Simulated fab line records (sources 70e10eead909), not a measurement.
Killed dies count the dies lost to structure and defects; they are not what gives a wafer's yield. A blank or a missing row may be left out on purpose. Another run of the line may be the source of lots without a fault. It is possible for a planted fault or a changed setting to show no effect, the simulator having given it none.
Matching of chambers ; flow nandHarc ; NHARC_P_BONDPAD_DESCUM_11 on rieDiel-10: 4 sister chambers
The step chemistry O2, time 3 s. 20 wafers are shown with their chamber, then 10 later ones without.

== WAFERS WITH THEIR CHAMBER ==
wafer;chamber;drypumpMotorCurrentA (A);oesProductAu (a.u.);rfVppV (V)
L075.1;3;5.2;1.007;58.7
L075.4;0;5.5;0.995;58.9
L075.5;0;5.5;0.990;59.2
L075.2;2;6.2;1.005;58.0
L075.3;1;5.9;1.004;58.0
L075.6;3;5.2;1.004;58.3
L074.1;1;5.9;0.997;57.2
L074.3;0;5.5;0.986;59.1
L074.6;0;5.6;0.995;57.6
L076.1;3;5.2;0.999;58.0
L076.4;0;5.6;0.992;58.8
L076.5;0;5.5;1.002;58.7
L076.2;1;5.9;0.994;59.7
L076.3;2;6.1;1.013;56.3
L076.6;1;5.9;1.001;57.0
L077.3;2;6.2;1.008;58.5
L077.4;1;5.9;1.011;58.0
L077.6;2;6.1;1.026;56.2
L079.1;3;5.3;1.008;58.2
L079.3;0;5.5;0.990;57.8

SIGNATURES (averages over the wafers above)
reading;chamber 0;chamber 1;chamber 2;chamber 3;scatter within a chamber
drypumpMotorCurrentA;5.529;5.900;6.150;5.225;0.0446
oesProductAu;0.99286;1.00140;1.01300;1.00450;0.00631
rfVppV;58.586;57.980;57.250;58.300;0.841
Rule: distance of a wafer from a chamber = root of the sum over the readings of ((wafer's reading minus chamber's mean) / reading's scatter) squared. If the next closest chamber is less than 2 further off than the closest, the wafer can't be placed; otherwise it belongs to the closest. How the scatter is found: for the shown wafers, subtract from each reading the mean of its chamber, square and add these, divide the total by (wafers less chambers), then take the root.

== WAFERS WITH NO CHAMBER GIVEN ==
wafer;drypumpMotorCurrentA (A);oesProductAu (a.u.);rfVppV (V)
L079.6;5.9;1.000;58.3
L079.2;5.9;0.996;59.0
L079.4;5.5;0.992;56.8
L079.5;5.2;1.007;56.8
L082.3;5.9;1.013;58.3
L082.4;6.2;1.008;56.2
L082.6;5.2;1.011;57.5
L092.4;5.5;1.009;58.1
L092.5;5.9;1.013;58.7
L092.6;6.2;1.009;57.3

== CHAMBER TAKEN BY EACH ==
wafer;from the rows above;in truth
L079.6;1;1
L079.2;1;1
L079.4;0;0
L079.5;3;3
L082.3;1;1
L082.4;2;2
L082.6;3;3
L092.4;0;0
L092.5;1;1
L092.6;2;2
Placed correctly: 10 of 10. Not placeable from these rows: 0. Wrongly placed: 0.
